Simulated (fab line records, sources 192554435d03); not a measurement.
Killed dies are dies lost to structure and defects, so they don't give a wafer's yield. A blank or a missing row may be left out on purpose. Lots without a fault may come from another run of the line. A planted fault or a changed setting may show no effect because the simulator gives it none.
fab line records | flow n5_finfet
record lots=7 wafers=19 last_day=17
route steps=1938 shown BEOL_M9@1428 PASSIVATION@1936
lots that met no fault: from a run of the same line without faults
start_h: hours from the record's first day to the start of the lot's first wafer shown | wait_h: hours since the lot's step before | " the same as in the row above | L1.1+2: a row that stands for several wafers | - no value, or no start given | * or withheld: withheld | < > ~ a bound
route shown NAME@n: a module of which the file shows steps, and the number in the route of the first | usual: mean/standard deviation of fault-free wafers | same: alike in all rows | chamber/n: place in a boat | sites: the reading at each site | _std_site: their standard deviation | _edge_site: outer sites' mean less inner sites' | radius_mm: how far each site lies from the wafer's centre | mask NAME#n: copy n | behind: the tool/chamber that last shaped the wafer | hold: why the lot was held/for how many hours/how that ended | device: the transistor (n, p or np) that didn't switch | end of line: the same wafers' tests at the end of the route | a step without rows: its recipe alone | killed: dies lost to structure and defects at the first sort, not the wafer's yield | map: a wafer's dies, x killed, . not, _ none there
set.NAME: the setting as run; set.NAME@STEP: as run at that earlier step | model.NAME: the simulator's own value behind a step, which no gauge read
lots at some steps of the route; a table a step, a row a wafer
services: from which hour (start_h, from the record's first day; less than 0 if before it) a tool's chamber was out of use, for how many hours, and why
## steps
# step N5_BEOL_M9_COAT_22
# recipe resist=CAR-EUV spin_rpm=1500 resist_thk_nm=30
# step N5_BEOL_M9_EBR_24
# recipe solvent=PGMEA ebr_width_mm=1.5
# step N5_BEOL_M9_SOFTBAKE_23
# recipe temp_c=110 time_s=60 resist=CAR-EUV
# step N5_BEOL_M9_EXPOSE_25
# recipe mask_id=V8 na=0.33 source_shape=annular sigma_inner=0.4 sigma_outer=0.8 polarization=unpolarized dose_mj=37.25
# step N5_BEOL_M9_PEB_26
# recipe peb_temp_c=100 peb_time_s=60 resist=CAR-EUV
# step N5_BEOL_M9_DEVELOP_27
# recipe develop_time_s=30 developer=TMAH resist=CAR-EUV rinse_liquid=surfactant_rinse dry=air_spin dev_temp_c=23
# step N5_BEOL_M9_CD_MEAS_28
# recipe target_cd_nm=70 landing_energy_ev=500 detector=se_inlens polarity=opening
# usual cd_nm=70.0/0.31
# columns lot.wafer tool chamber start_h wait_h cd_nm
L110.4 cd_sem-02 0 275.43 - 70.1
L110.5 " 0 " " 69.4
L110.6 " 0 " " 70.0
L113.2 cd_sem-03 0 279.30 - 69.7
L113.3 " 0 " " 70.0
L113.5 " 0 " " 70.3
L116.5 cd_sem-02 0 307.96 - 69.7
L116.6 " 0 " " 70.0
L120.3 cd_sem-03 0 327.68 - 70.3
L120.5 " 0 " " 69.8
L119.1 cd_sem-01 0 328.20 - 69.9
L119.3 " 0 " " 70.0
L119.6 " 0 " " 69.8
L122.1 cd_sem-01 0 328.24 - 69.6
L122.4 " 0 " " 69.8
L122.5 " 0 " " 69.8
L123.2 cd_sem-01 0 350.55 - 70.0
L123.4 " 0 " " 70.2
L123.6 " 0 " " 70.2
# step N5_BEOL_M9_OVL_MEAS_29
# recipe points_per_wafer=522
# usual V8_OVL=0.2/0.67
# columns lot.wafer tool chamber start_h wait_h V8_OVL[nm]
L110.4 overlay-01 0 275.47 0.0 -0.3
L110.5 " 0 " " -0.4
L110.6 " 0 " " 0.2
L113.2 overlay-02 0 279.34 0.0 0.6
L113.3 " 0 " " -0.3
L113.5 " 0 " " 0.8
L116.5 overlay-01 0 308.01 0.0 1.4
L116.6 " 0 " " 1.2
L120.3 overlay-01 0 327.72 0.0 0.0
L120.5 " 0 " " -0.4
L119.1 overlay-01 0 328.23 0.0 0.4
L119.3 " 0 " " -0.7
L119.6 " 0 " " 0.6
L122.1 overlay-01 0 328.34 0.1 0.5
L122.4 " 0 " " 0.4
L122.5 " 0 " " 0.2
L123.2 overlay-02 0 350.58 0.0 1.4
L123.4 " 0 " " -0.3
L123.6 " 0 " " 1.5
# step N5_BEOL_M9_INSPECT_30
# recipe mode=adi inspect_instrument=brightfield
# usual raw_defect_count=380/85
# columns lot.wafer tool chamber start_h wait_h raw_defect_count
L110.4 defect_inspect-02 - 275.51 0.0 366
L110.5 " - " " 331
L110.6 " - " " 499
L113.2 defect_inspect-01 - 279.39 0.0 360
L113.3 " - " " 442
L113.5 " - " " 312
L116.5 defect_inspect-01 - 308.05 0.0 379
L116.6 " - " " 316
L120.3 defect_inspect-01 - 327.77 0.0 309
L120.5 " - " " 449
L119.1 defect_inspect-01 - 328.29 0.1 476
L119.3 " - " " 404
L119.6 " - " " 331
L122.1 defect_inspect-01 - 328.40 0.1 392
L122.4 " - " " 232
L122.5 " - " " 361
L123.2 defect_inspect-02 - 350.63 0.0 576
L123.4 " - " " 495
L123.6 " - " " 532
# step N5_BEOL_M9_DESCUM_33
# recipe chemistry=O2 time_s=7 source_power_w=50 bias_power_w=20 pressure_mtorr=20 rf_frequency_hz=2.712e+07 temp_c=40 resist=CAR-EUV o2_flow_sccm=225
# usual drypump_motor_current_A=5.7/0.33 oes_product_au=0.77/0.07 rf_vpp_V=243.1/1.5 showerhead_plenum_p_Torr=2.09/0.075 throttle_valve_pct=20.46/0.23
# columns lot.wafer tool chamber start_h wait_h drypump_motor_current_A oes_product_au rf_hours_counter_h rf_vpp_V showerhead_plenum_p_Torr throttle_valve_pct
L110.4 rie_diel-01 2 275.55 0.0 6.3 0.71 204 245.4 2.17 20.53
L110.5 " 3 " " 5.7 0.75 - 242.3 1.98 20.49
L110.6 " 0 " " 5.8 0.80 - 243.4 2.14 20.31
L113.2 rie_diel-04 0 279.42 0.0 5.8 0.78 134 243.6 2.12 20.70
L113.3 " 3 " " 5.0 0.75 150 243.8 2.08 19.97
L113.5 " 2 " " 6.0 0.69 - 239.5 1.97 20.51
L116.5 rie_diel-01 0 308.09 0.0 5.8 0.79 - 243.6 2.14 20.32
L116.6 " 3 " " 5.7 0.73 - 240.7 1.98 20.51
L120.3 rie_diel-01 1 327.84 0.1 5.9 0.70 237 242.8 2.00 20.78
L120.5 " 0 " " 5.8 0.78 - 243.5 2.14 20.32
L119.1 rie_diel-01 1 328.32 0.0 5.9 0.69 237 240.5 2.00 20.80
L119.3 " 2 " " 6.4 0.70 219 244.1 2.17 20.56
L119.6 " 3 " " 5.7 0.73 - 242.8 1.97 20.52
L122.1 rie_diel-04 3 328.44 0.0 5.0 0.75 170 242.4 2.08 20.04
L122.4 " 1 " " 5.7 0.82 110 241.6 2.05 20.46
L122.5 " 3 " " 5.0 0.75 - 245.8 2.08 20.03
L123.2 rie_diel-03 3 350.67 0.0 5.9 0.95 9 244.2 2.06 20.21
L123.4 " 1 " " 5.3 0.75 160 242.1 2.08 20.24
L123.6 " 3 " " 5.9 0.95 - 243.1 2.06 20.19
# step N5_BEOL_M9_ETCH_76
# recipe chemistry=N2/H2 target=underlayer target_depth_a=65 mask_material=CAR-EUV time_s=5.2 ion_energy_ev=200 pressure_mtorr=30 source_w=840 bias_w=150 n2_flow_sccm=200 h2_flow_sccm=200 ends=cleared
# usual drypump_motor_current_A=5.7/0.33 etch_rf_on_time_s=5.15/0.16 oes_product_au=0.66/0.059 rf_vpp_V=523.7/2.8 showerhead_plenum_p_Torr=2.54/0.091 throttle_valve_pct=17.87/0.25
# columns lot.wafer tool chamber start_h wait_h drypump_motor_current_A etch_rf_on_time_s oes_product_au rf_hours_counter_h rf_vpp_V showerhead_plenum_p_Torr throttle_valve_pct
L110.4 rie_diel-01 2 275.58 0.0 6.3 4.95 0.63 204 527.5 2.62 17.90
L110.5 " 3 " " 5.7 5.34 0.62 - 520.6 2.43 18.03
L110.6 " 0 " " 5.8 5.38 0.69 - 523.3 2.58 17.65
L113.2 rie_diel-04 0 279.46 0.0 5.7 5.28 0.65 134 524.2 2.53 17.73
L113.3 " 3 " " 5.0 5.29 0.64 150 524.7 2.55 17.56
L113.5 " 2 " " 6.1 5.31 0.58 - 517.6 2.41 18.14
L116.5 rie_diel-01 0 308.12 0.0 5.8 5.36 0.67 - 521.1 2.58 17.67
L116.6 " 3 " " 5.7 5.30 0.63 - 519.1 2.42 18.06
L120.3 rie_diel-01 1 327.88 0.0 5.9 5.09 0.60 237 521.5 2.43 18.37
L120.5 " 0 " " 5.7 5.38 0.67 - 526.0 2.57 17.72
L119.1 rie_diel-01 1 328.36 0.0 5.9 5.10 0.60 237 520.0 2.43 18.31
L119.3 " 2 " " 6.4 4.84 0.62 219 526.0 2.61 17.92
L119.6 " 3 " " 5.7 5.37 0.61 - 520.0 2.42 18.07
L122.1 rie_diel-04 3 328.47 0.0 5.0 5.23 0.62 170 521.5 2.54 17.58
L122.4 " 1 " " 5.7 4.94 0.71 110 518.5 2.44 17.56
L122.5 " 3 " " 5.0 5.25 0.63 - 524.0 2.54 17.58
L123.2 rie_diel-03 3 350.70 0.0 6.0 4.97 0.83 9 522.8 2.51 17.67
L123.4 " 1 " " 5.3 5.35 0.64 160 523.6 2.52 17.63
L123.6 " 3 " " 5.9 5.00 0.82 - 522.5 2.51 17.68
# step N5_BEOL_M9_ETCH_65
# recipe chemistry=CF4 target=SiARC target_depth_a=156 mask_material=CAR-EUV time_s=26 ion_energy_ev=80 pressure_mtorr=40 source_w=545 bias_w=36 Ar_flow_sccm=100 cf4_flow_sccm=100 ends=cleared
# usual drypump_motor_current_A=5.7/0.33 etch_rf_on_time_s=25.9/0.8 oes_product_au=0.66/0.06 rf_vpp_V=184.1/1.3 showerhead_plenum_p_Torr=2.14/0.074 throttle_valve_pct=15.66/0.21
# columns lot.wafer tool chamber start_h wait_h drypump_motor_current_A etch_rf_on_time_s oes_product_au rf_hours_counter_h rf_vpp_V showerhead_plenum_p_Torr throttle_valve_pct
L110.4 rie_diel-01 2 275.60 0.0 6.4 25.0 0.62 204 185.2 2.22 15.74
L110.5 " 3 " " 5.7 26.8 0.63 - 184.0 2.06 15.84
L110.6 " 0 " " 5.8 27.6 0.68 - 184.8 2.18 15.45
L113.2 rie_diel-04 0 279.48 0.0 5.7 26.0 0.65 134 184.3 2.14 15.68
L113.3 " 3 " " 5.0 26.4 0.64 150 185.2 2.14 15.37
L113.5 " 2 " " 6.1 25.9 0.58 - 182.9 2.03 15.84
L116.5 rie_diel-01 0 308.14 0.0 5.8 27.8 0.67 - 184.8 2.18 15.47
L116.6 " 3 " " 5.7 27.0 0.62 - 183.4 2.05 15.86
L120.3 rie_diel-01 1 327.90 0.0 5.9 26.1 0.59 237 183.5 2.04 15.90
L120.5 " 0 " " 5.8 27.4 0.66 - 185.0 2.17 15.49
L119.1 rie_diel-01 1 328.37 0.0 5.9 25.8 0.59 237 182.7 2.04 15.89
L119.3 " 2 " " 6.3 24.8 0.61 219 184.7 2.21 15.75
L119.6 " 3 " " 5.7 27.0 0.62 - 182.8 2.05 15.87
L122.1 rie_diel-04 3 328.49 0.0 5.0 26.0 0.64 170 183.9 2.13 15.40
L122.4 " 1 " " 5.7 24.8 0.71 110 183.4 2.07 15.43
L122.5 " 3 " " 5.0 26.0 0.64 - 186.4 2.13 15.39
L123.2 rie_diel-03 3 350.72 0.0 5.9 24.8 0.83 9 184.1 2.13 15.46
L123.4 " 1 " " 5.3 26.5 0.64 160 184.2 2.14 15.54
L123.6 " 3 " " 5.9 24.8 0.83 - 182.4 2.13 15.46
# step N5_BEOL_M9_ETCH_66
# recipe chemistry=N2/H2 target=SOC target_depth_a=800 overetch_a=160 mask_material=SiARC temp_c=40 time_s=120 ion_energy_ev=200 pressure_mtorr=30 source_w=840 bias_w=150 n2_flow_sccm=200 h2_flow_sccm=200
# usual drypump_motor_current_A=5.7/0.32 oes_product_au=0.59/0.052 rf_vpp_V=523.7/2.7 showerhead_plenum_p_Torr=2.54/0.091 throttle_valve_pct=17.83/0.25
# columns lot.wafer tool chamber start_h wait_h drypump_motor_current_A oes_product_au rf_hours_counter_h rf_vpp_V showerhead_plenum_p_Torr throttle_valve_pct model.SiARC_of_BEOL_M9_COAT_64.thk_nm
L110.4 rie_diel-01 2 275.63 0.0 6.3 0.53 204 525.8 2.62 17.85 6.2
L110.5 " 3 " " 5.7 0.57 - 520.9 2.43 17.99 6.6
L110.6 " 0 " " 5.8 0.63 - 524.1 2.58 17.61 6.4
L113.2 rie_diel-04 0 279.50 0.0 5.7 0.59 134 523.1 2.53 17.69 6.8
L113.3 " 3 " " 5.1 0.58 150 524.7 2.55 17.53 6.2
L113.5 " 2 " " 6.0 0.52 - 519.6 2.41 18.08 6.6
L116.5 rie_diel-01 0 308.20 0.0 5.8 0.62 - 523.8 2.58 17.65 2.8
L116.6 " 3 " " 5.7 0.57 - 519.7 2.42 18.00 6.6
L120.3 rie_diel-01 1 327.92 0.0 5.9 0.53 237 519.5 2.43 18.27 2.4
L120.5 " 0 " " 5.8 0.61 - 525.7 2.57 17.65 2.8
L119.1 rie_diel-01 1 328.40 0.0 5.9 0.54 237 518.9 2.43 18.29 6.2
L119.3 " 2 " " 6.3 0.54 219 526.4 2.61 17.88 2.4
L119.6 " 3 " " 5.7 0.56 - 520.8 2.42 18.02 6.6
L122.1 rie_diel-04 3 328.52 0.0 5.0 0.57 170 522.9 2.54 17.55 6.4
L122.4 " 1 " " 5.7 0.63 110 521.1 2.44 17.54 6.2
L122.5 " 3 " " 5.1 0.57 - 523.8 2.54 17.54 6.2
L123.2 rie_diel-03 3 350.75 0.0 5.9 0.72 9 521.9 2.51 17.63 6.2
L123.4 " 1 " " 5.4 0.58 160 524.3 2.52 17.63 6.4
L123.6 " 3 " " 5.9 0.71 - 522.8 2.51 17.63 6.2
# step N5_BEOL_M9_STRIP_69
# recipe chemistry=N2/H2 temp_c=40 n2_flow_sccm=200 h2_flow_sccm=200 rf_frequency_hz=6e+07
# step N5_PASSIVATION_PROBE_49
# usual defect_limited_yield=91.6/1.4 killed_at_M0_to_M3=32/9.5 killed_at_M4_up=13/6 killed_at_contacts=12/5.6 killed_at_front_end=39/11 killed_at_other=2.8/2.3 killed_dies=99/16 killed_open=65/12 killed_short=32/7.6 sort_bin_4_leakage=0.1/0.88 sort_bin_5_function=4.8/0.88 sort_bin_6_memory=3.2/0.65 sort_bin_8_speed=0.2/2 sort_n_pass=1077/29 sort_yield_pct=91.2/2.5
# same gross_dies=1180 killed_at_back_side=0
# columns lot.wafer tool chamber start_h wait_h defect_limited_yield[%] killed_at_M0_to_M3 killed_at_M4_up killed_at_contacts killed_at_front_end killed_at_other killed_dies killed_open killed_short sort_bin_4_leakage[%] sort_bin_5_function[%] sort_bin_6_memory[%] sort_bin_8_speed[%] sort_n_pass sort_yield_pct[%]
L110.5 prober-02 - 333.78 0.2 93.1 23 4 19 34 2 82 55 26 0 4.4 2.3 0 1098 93.1
L116.5 prober-01 - 375.62 0.8 89.4 40 8 30 45 2 125 79 41 0 7.1 3.4 0 1055 89.4
L116.6 prober-01 - 375.67 0.8 92.3 13 9 21 43 5 91 61 27 0 4.9 2.6 0 1089 92.3
L120.3 prober-02 - 395.61 0.1 89.3 49 20 15 42 0 126 83 38 0 6.2 3.8 0 1054 89.3
L120.5 prober-02 - 395.71 0.2 90.3 46 11 9 42 6 114 70 35 0.1 5.0 3.1 0 1065 90.3
L119.1 prober-02 - 397.30 0.6 92.8 35 2 12 35 1 85 52 30 0 4.3 2.7 0 1095 92.8
L119.3 prober-02 - 397.40 0.7 91.0 44 12 13 37 0 106 69 30 0 4.5 3.7 0 1074 91.0
L119.6 prober-02 - 397.55 0.9 91.8 30 11 8 47 1 97 52 35 0 4.7 2.3 0 1083 91.8
# killed by level:class
L110.5 MOL_CONTACT_COAG:geometric_particle:open=13 BEOL_M3:geometric_particle:open=11 DUMMY_GATE:geometric_particle:open=6 MOL_CONTACT_COAG:geometric_particle:short=6 FIN_SAQP:geometric_particle:open=5 ILD0:geometric_particle:open=4 GATE_CUT:geometric_particle:short=4 FIN_SAQP:geometric_particle:short=3
L116.5 MOL_CONTACT_COAG:geometric_particle:open=20 BEOL_M0_SAQP:geometric_particle:open=10 MOL_CONTACT_COAG:geometric_particle:short=10 FIN_SAQP:geometric_particle:open=9 BEOL_M2:geometric_particle:open=9 FIN_SAQP:geometric_particle:short=7 STI_FIN_REVEAL:geometric_particle:open=7 BEOL_M0_SAQP:geometric_particle:short=7
L116.6 MOL_CONTACT_COAG:geometric_particle:open=19 FIN_SAQP:geometric_particle:open=10 FIN_SAQP:geometric_particle:short=7 BEOL_M4:geometric_particle:open=6 STI_FIN_REVEAL:geometric_particle:open=4 STARTING-WAFER:geometric_particle:open=4 BEOL_M0_SAQP:geometric_particle:short=3 GATE_CUT:geometric_particle:short=3
L120.3 BEOL_M0_SAQP:geometric_particle:open=27 BEOL_M0_SAQP:geometric_particle:short=14 BEOL_M4:geometric_particle:open=10 MOL_CONTACT_COAG:geometric_particle:open=8 STI_FIN_REVEAL:geometric_particle:open=7 MOL_CONTACT_COAG:geometric_particle:short=7 FIN_SAQP:geometric_particle:open=6 FIN_SAQP:geometric_particle:short=6
L120.5 BEOL_M2:geometric_particle:open=14 BEOL_M0_SAQP:geometric_particle:short=12 DUMMY_GATE:geometric_particle:open=9 BEOL_M0_SAQP:geometric_particle:open=9 HKMG_FIN:area_etch=9 MOL_CONTACT_COAG:geometric_particle:open=7 BEOL_M1:geometric_particle:open=5 BEOL_M4:geometric_particle:open=5
L119.1 BEOL_M2:geometric_particle:open=10 MOL_CONTACT_COAG:geometric_particle:open=8 FIN_SAQP:geometric_particle:short=7 BEOL_M0_SAQP:geometric_particle:open=7 BEOL_M1:geometric_particle:open=7 GATE_CUT:geometric_particle:short=6 DUMMY_GATE:geometric_particle:open=5 MOL_CONTACT_COAG:geometric_particle:short=4
L119.3 BEOL_M0_SAQP:geometric_particle:open=13 MOL_CONTACT_COAG:geometric_particle:open=11 BEOL_M2:geometric_particle:open=9 FIN_SAQP:geometric_particle:short=7 BEOL_M0_SAQP:geometric_particle:short=7 BEOL_M1:geometric_particle:open=7 FIN_SAQP:geometric_particle:open=5 STI_FIN_REVEAL:geometric_particle:open=5
L119.6 FIN_SAQP:geometric_particle:open=12 BEOL_M2:geometric_particle:open=10 FIN_SAQP:geometric_particle:short=8 BEOL_M0_SAQP:geometric_particle:short=7 HKMG_FIN:area_etch=7 STI_FIN_REVEAL:geometric_particle:open=6 MOL_CONTACT_COAG:geometric_particle:open=5 BEOL_M0_SAQP:geometric_particle:open=4
## services
# columns tool chamber start_h hours kind
rie_diel-03 - 262.64 0.5 repair
rie_diel-04 0 289.58 7.4 repair
rie_diel-03 3 292.15 - clean
rie_diel-03 3 292.15 - consumable_replace:focus_ring
rie_diel-03 3 292.15 28.0 scheduled_down
rie_diel-03 3 292.15 28.0 vent_cycle
rie_diel-04 2 306.17 5.3 repair
rie_diel-04 2 311.66 - clean
rie_diel-04 2 311.66 - consumable_replace:focus_ring
rie_diel-04 2 311.66 - consumable_replace:showerhead
rie_diel-04 2 311.66 12.8 scheduled_down
rie_diel-04 2 311.66 12.8 vent_cycle
rie_diel-03 2 342.53 6.8 repair
rie_diel-04 0 344.79 4.5 repair
## key
first_sign none at tools or gauges
model_effect step=N5_BEOL_M9_ETCH_66 value=SiARC_of_BEOL_M9_COAT_64.thk_nm without=6.3 struck=2.6
met_at N5_BEOL_M9_ETCH_66
struck_wafers L116.5,L119.3,L120.3,L120.5
onset_between 275.63 308.20
fault kind=process_parameter_drift tool=rie_diel-01 chamber=- onset_h=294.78 steps=N5_BEOL_M9_ETCH_66 channel=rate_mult offset=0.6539 shape=step end_h=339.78 scope=struck_wafers_only
